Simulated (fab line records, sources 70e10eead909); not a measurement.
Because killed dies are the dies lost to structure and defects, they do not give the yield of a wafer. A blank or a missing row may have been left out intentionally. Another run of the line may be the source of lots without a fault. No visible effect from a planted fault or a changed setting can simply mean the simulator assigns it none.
fab line records	flow nand_harc
record lots=14	wafers=42	last_day=33
route steps=1302 shown P_BONDPAD@379 A_ONON_D1@440 A_CHANNEL_HOLE_D1@464
lots that met no fault: from a run of the same line without faults
start_h: the number of hours between the record's first day and the start of the first shown wafer of the lot	wait_h: hours from the lot's prior step to this one	" the same as in the row above	L1.1+2: several wafers, shown together as one row	- no value, or no start was given	* or withheld: withheld	< > ~ a bound
route shown NAME@n: a module of which the file shows steps, and the number in the route of the first	usual: mean/standard deviation of fault-free wafers	same: alike in all rows	chamber/n: place in a boat	sites: per-site readings	_std_site: standard deviation of those values	_edge_site: mean of outer sites minus mean of inner sites	radius_mm: for every site, how far away it sits from the centre of the wafer	mask NAME#n: copy n	behind: the last tool/chamber to shape the wafer	hold: why the lot went on hold/how many hours it stayed there/how the hold came to an end	device: names the non-switching transistor (n, p or np)	end of line: tests of these same wafers at the route's end	a step without rows: its recipe alone	killed: not the wafer's yield, but the dies lost to structure and defects at the first sort	map: a wafer's dies, marking killed ones x, the rest . and places with no die _
set.NAME: the setting as run; set.NAME@STEP: as run at that earlier step	model.NAME: the simulator's own value behind a step, which no gauge read
a sample of lots followed through the steps of the route, with each step as a table and each wafer as a row
services: from which hour (start_h, from the record's first day; less than 0 if before it) a tool's chamber was out of use, for how many hours, and why
## steps
# step NHARC_P_BONDPAD_ANNEAL_28
# recipe temp_c=225	time_s=90
# usual wafer_temp_C_max=226.4/0.31
lot.wafer	tool	chamber	start_h	wait_h	wafer_temp_C_max
L103.2	rtp_anneal-01	0	149.47	0.4	226.3
L103.3	"	0	"	"	225.8
L103.6	"	0	"	"	226.1
L104.1	rtp_anneal-01	0	151.67	-	225.5
L104.4	"	0	"	"	226.0
L104.5	"	0	"	"	225.8
L105.2	rtp_anneal-02	0	163.15	-	226.8
L105.4	"	0	"	"	226.2
L105.5	"	0	"	"	226.4
L108.2	rtp_anneal-01	0	196.61	0.3	226.5
L108.5	"	0	"	"	226.6
L108.6	"	0	"	"	226.3
L109.1	rtp_anneal-02	0	205.95	-	226.4
L109.5	"	0	"	"	226.9
L109.6	"	0	"	"	226.8
L114.1	rtp_anneal-02	0	252.18	-	226.3
L114.3	"	0	"	"	225.9
L114.4	"	0	"	"	226.3
L115.4	rtp_anneal-01	0	262.79	0.3	225.9
L115.5	"	0	"	"	226.3
L115.6	"	0	"	"	226.1
L116.2	rtp_anneal-01	0	288.13	-	226.6
L116.4	"	0	"	"	225.9
L116.5	"	0	"	"	225.9
L119.1	rtp_anneal-02	0	307.45	-	225.9
L119.2	"	0	"	"	227.1
L119.6	"	0	"	"	226.4
L122.1	rtp_anneal-01	0	332.23	-	226.3
L122.2	"	0	"	"	226.6
L122.6	"	0	"	"	226.2
L121.3	rtp_anneal-02	0	332.75	0.3	226.4
L121.4	"	0	"	"	226.5
L121.5	"	0	"	"	226.7
L123.2	rtp_anneal-02	0	343.89	0.4	226.5
L123.5	"	0	"	"	226.9
L123.6	"	0	"	"	226.0
L124.1	rtp_anneal-02	0	354.36	-	226.9
L124.3	"	0	"	"	226.3
L124.6	"	0	"	"	226.3
L125.3	rtp_anneal-02	0	363.57	-	227.1
L125.4	"	0	"	"	226.5
L125.6	"	0	"	"	226.4
# step NHARC_P_BONDPAD_CMP_19
# recipe t_overpolish_s=30	cu_recess_touch_s=16	target_thk_nm=160.81
# usual motor_current_A=12.7/1.3	overpolish_run_s=30.000/0.0087
lot.wafer	tool	chamber	start_h	wait_h	motor_current_A	overpolish_run_s
L103.3	cmp-04	3	149.79	-	10.8	29.990
L103.2	"	1	"	"	13.6	29.996
L103.6	"	2	"	"	14.9	30.003
L104.4	cmp-04	0	152.04	-	12.3	30.010
L104.1	"	3	"	"	11.3	29.995
L104.5	"	0	"	"	11.7	29.990
L105.2	cmp-01	1	163.44	-	9.9	30.007
L105.4	"	0	"	"	13.3	29.992
L105.5	"	2	"	"	13.7	30.019
L108.2	cmp-02	2	196.96	-	11.4	29.982
L108.6	"	0	"	"	13.6	29.996
L108.5	"	1	"	"	12.4	30.004
L109.1	cmp-04	1	206.38	-	13.8	29.998
L109.6	"	2	"	"	13.9	29.992
L109.5	"	3	"	"	11.3	30.008
L114.1	cmp-04	2	252.52	-	13.8	29.987
L114.3	"	3	"	"	10.5	30.002
L114.4	"	1	"	"	13.8	29.994
L115.4	cmp-01	2	263.03	-	12.8	30.002
L115.5	"	0	"	"	13.1	30.003
L115.6	"	1	"	"	10.2	29.996
L116.2	cmp-02	2	288.48	-	11.3	29.997
L116.4	"	3	"	"	12.3	29.994
L116.5	"	0	"	"	13.7	30.007
L119.1	cmp-02	1	307.80	-	13.3	29.996
L119.2	"	3	"	"	12.6	30.002
L119.6	"	1	"	"	12.9	30.005
L122.2	cmp-04	1	332.58	-	13.3	30.013
L122.1	"	3	"	"	11.7	29.988
L122.6	"	2	"	"	13.8	30.011
L121.4	cmp-04	2	333.02	-	14.1	30.021
L121.3	"	3	"	"	10.5	29.990
L121.5	"	1	"	"	13.6	30.000
L123.2	cmp-02	2	344.18	-	11.9	30.013
L123.5	"	2	"	"	10.8	29.996
L123.6	"	3	"	"	12.5	29.991
L124.3	cmp-04	2	354.73	-	14.0	30.015
L124.1	"	3	"	"	11.2	30.000
L124.6	"	2	"	"	13.9	30.018
L125.3	cmp-04	0	363.81	-	12.7	29.998
L125.4	"	2	"	"	13.1	29.978
L125.6	"	1	"	"	13.6	30.004
# step NHARC_A_ONON_D1_DEP_22
# recipe target_thk_a=10000	n2_flow_sccm=2750	n2o_flow_sccm=2000	nh3_flow_sccm=500	sih4_flow_sccm=210	temp_c=400
# usual sih4_flow_sccm=210.1/0.58
lot.wafer	tool	chamber	start_h	wait_h	sih4_flow_sccm
L104.1	pecvd_onon-03	0	187.00	0.1	209.7
L104.4	"	0	"	"	209.6
L104.5	"	0	"	"	209.0
L103.2	pecvd_onon-01	0	187.07	0.1	210.0
L103.3	"	0	"	"	209.1
L103.6	"	0	"	"	209.8
L105.2	pecvd_onon-02	0	202.20	0.1	210.9
L105.4	"	0	"	"	211.0
L105.5	"	0	"	"	210.3
L108.2	pecvd_onon-02	0	232.53	0.1	210.4
L108.5	"	0	"	"	210.7
L108.6	"	0	"	"	211.0
L109.1	pecvd_onon-02	0	244.30	0.1	210.0
L109.5	"	0	"	"	210.5
L109.6	"	0	"	"	210.1
L114.1	pecvd_onon-02	0	290.74	0.1	210.2
L114.3	"	0	"	"	210.4
L114.4	"	0	"	"	210.4
L115.4	pecvd_onon-03	0	299.82	0.2	210.5
L115.5	"	0	"	"	210.3
L115.6	"	0	"	"	210.6
L116.2	pecvd_onon-02	0	323.97	0.1	210.2
L116.4	"	0	"	"	210.0
L116.5	"	0	"	"	210.4
L119.1	pecvd_onon-01	0	345.07	0.1	210.9
L119.2	"	0	"	"	211.0
L119.6	"	0	"	"	210.7
L122.1	pecvd_onon-01	0	366.99	0.1	209.8
L122.2	"	0	"	"	209.6
L122.6	"	0	"	"	210.0
L121.3	pecvd_onon-03	0	367.09	0.2	209.7
L121.4	"	0	"	"	209.6
L121.5	"	0	"	"	209.6
L123.2	pecvd_onon-01	0	379.17	0.1	209.5
L123.5	"	0	"	"	210.6
L123.6	"	0	"	"	209.5
L124.1	pecvd_onon-01	0	389.49	0.1	209.7
L124.3	"	0	"	"	209.6
L124.6	"	0	"	"	209.6
L125.3	pecvd_onon-02	0	400.40	0.2	211.0
L125.4	"	0	"	"	210.2
L125.6	"	0	"	"	210.3
# step NHARC_A_ONON_D1_THK_MEAS_24
# recipe thk_meas_gauge=ellipsometry
# usual thk_nm=1002/8.5
lot.wafer	tool	chamber	start_h	wait_h	thk_nm
L104.1	film_metro-01	-	187.51	-	1006
L104.4	"	-	"	"	1005
L104.5	"	-	"	"	1002
L103.2	film_metro-02	-	187.53	-	1006
L103.3	"	-	"	"	1005
L103.6	"	-	"	"	1008
L105.2	film_metro-01	-	202.65	-	1022
L105.4	"	-	"	"	1020
L105.5	"	-	"	"	1022
L108.2	film_metro-02	-	232.99	-	994
L108.5	"	-	"	"	990
L108.6	"	-	"	"	994
L109.1	film_metro-01	-	244.80	-	1013
L109.5	"	-	"	"	1014
L109.6	"	-	"	"	1013
L114.1	film_metro-01	-	291.25	-	712
L114.3	"	-	"	"	1002
L114.4	"	-	"	"	1003
L115.4	film_metro-01	-	300.16	-	1000
L115.5	"	-	"	"	1002
L115.6	"	-	"	"	1001
L116.2	film_metro-02	-	324.42	-	697
L116.4	"	-	"	"	988
L116.5	"	-	"	"	987
L119.1	film_metro-01	-	345.58	-	997
L119.2	"	-	"	"	996
L119.6	"	-	"	"	997
L121.3	film_metro-02	-	367.49	-	998
L121.4	"	-	"	"	999
L121.5	"	-	"	"	999
L122.1	film_metro-01	-	367.50	-	1007
L122.2	"	-	"	"	1008
L122.6	"	-	"	"	1008
L123.2	film_metro-01	-	379.63	-	1018
L123.5	"	-	"	"	1018
L123.6	"	-	"	"	1019
L124.1	film_metro-02	-	390.00	-	1012
L124.3	"	-	"	"	1012
L124.6	"	-	"	"	1013
L125.3	film_metro-02	-	400.79	-	990
L125.4	"	-	"	"	990
L125.6	"	-	"	"	990
# step NHARC_A_CHANNEL_HOLE_D1_INSPECT_12
# usual raw_defect_count=5.3/2.9
lot.wafer	tool	chamber	start_h	wait_h	raw_defect_count
L104.1	defect_inspect-01	-	191.94	0.0	5
L104.4	"	-	"	"	5
L104.5	"	-	"	"	4
L103.2	defect_inspect-01	-	193.22	0.0	4
L103.3	"	-	"	"	2
L103.6	"	-	"	"	7
L105.2	defect_inspect-01	-	211.21	0.0	6
L105.4	"	-	"	"	7
L105.5	"	-	"	"	10
L108.2	defect_inspect-02	-	238.69	0.0	3
L108.5	"	-	"	"	4
L108.6	"	-	"	"	5
L109.1	defect_inspect-01	-	254.50	0.0	10
L109.5	"	-	"	"	7
L109.6	"	-	"	"	6
L114.1	defect_inspect-02	-	295.63	0.0	9
L114.3	"	-	"	"	2
L114.4	"	-	"	"	5
L115.4	defect_inspect-02	-	305.64	0.0	6
L115.5	"	-	"	"	9
L115.6	"	-	"	"	6
L116.2	defect_inspect-02	-	334.22	0.0	8
L116.4	"	-	"	"	3
L116.5	"	-	"	"	7
L119.1	defect_inspect-02	-	350.15	0.0	12
L119.2	"	-	"	"	6
L119.6	"	-	"	"	5
L121.3	defect_inspect-02	-	372.00	0.0	8
L121.4	"	-	"	"	6
L121.5	"	-	"	"	1
L122.1	defect_inspect-02	-	372.05	0.0	8
L122.2	"	-	"	"	3
L122.6	"	-	"	"	4
L123.2	defect_inspect-01	-	389.53	0.0	4
L123.5	"	-	"	"	4
L123.6	"	-	"	"	3
L124.1	defect_inspect-02	-	394.40	0.0	5
L124.3	"	-	"	"	3
L124.6	"	-	"	"	6
L125.3	defect_inspect-02	-	405.17	0.0	8
L125.4	"	-	"	"	10
L125.6	"	-	"	"	7
## services
tool	chamber	start_h	hours	kind
pecvd_onon-01	-	126.63	13.0	repair
cmp-01	-	128.11	1.0	repair
cmp-02	-	134.51	4.0	pm
cmp-02	-	144.11	29.0	repair
cmp-02	-	182.35	4.2	repair
cmp-04	-	183.35	1.2	repair
pecvd_onon-02	-	185.55	13.0	pm
cmp-04	-	194.54	0.3	repair
cmp-02	-	200.26	2.6	repair
cmp-04	-	209.00	4.0	pm
pecvd_onon-01	-	212.50	4.2	repair
cmp-02	-	212.58	0.4	repair
pecvd_onon-03	-	227.16	13.0	pm
cmp-02	-	232.51	4.0	pm
pecvd_onon-01	-	267.03	2.0	repair
pecvd_onon-01	-	269.40	13.0	pm
cmp-02	-	279.68	0.3	repair
cmp-04	-	307.00	4.0	pm
cmp-02	-	330.51	4.0	pm
cmp-04	-	333.83	0.4	repair
cmp-02	-	344.82	2.1	repair
cmp-02	-	359.11	0.4	repair
pecvd_onon-02	-	366.76	13.0	pm
rtp_anneal-01	-	372.00	12.0	pm
## key
first_sign step=NHARC_A_ONON_D1_THK_MEAS_24	reading=thk_nm	direction=down	sigmas=35	usual=1002	struck=704
effect none on later readings
met_at NHARC_A_ONON_D1_DEP_22
struck_lots L114,L116
struck_wafers L114.1,L116.2
sort_left_out L114.1,L116.2
tester_left_out L114,L116
not_acting_at NHARC_P_BONDPAD_ANNEAL_28,NHARC_P_BONDPAD_CMP_19,NHARC_A_CHANNEL_HOLE_D1_INSPECT_12
onset_between 244.30 290.74
fault kind=process_parameter_drift	tool=pecvd_onon-02	chamber=-	onset_h=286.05	steps=NHARC_A_ONON_D1_DEP_22	channel=target_thk_a	offset=*	shape=step	end_h=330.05	scope=struck_wafers_only	acts_in=*	stated=*
# tester_left_out: of these lots the tester's yield and bins aren't shown, on N5 and GAA mostly nor the transistor test; their killed dies are dies lost to structure and defects alone, not to doping, threshold or leakage, so they don't give the yield
# sort_left_out: the simulated sort isn't trusted on such a fault, so these wafers' sort isn't shown, and their yield isn't known
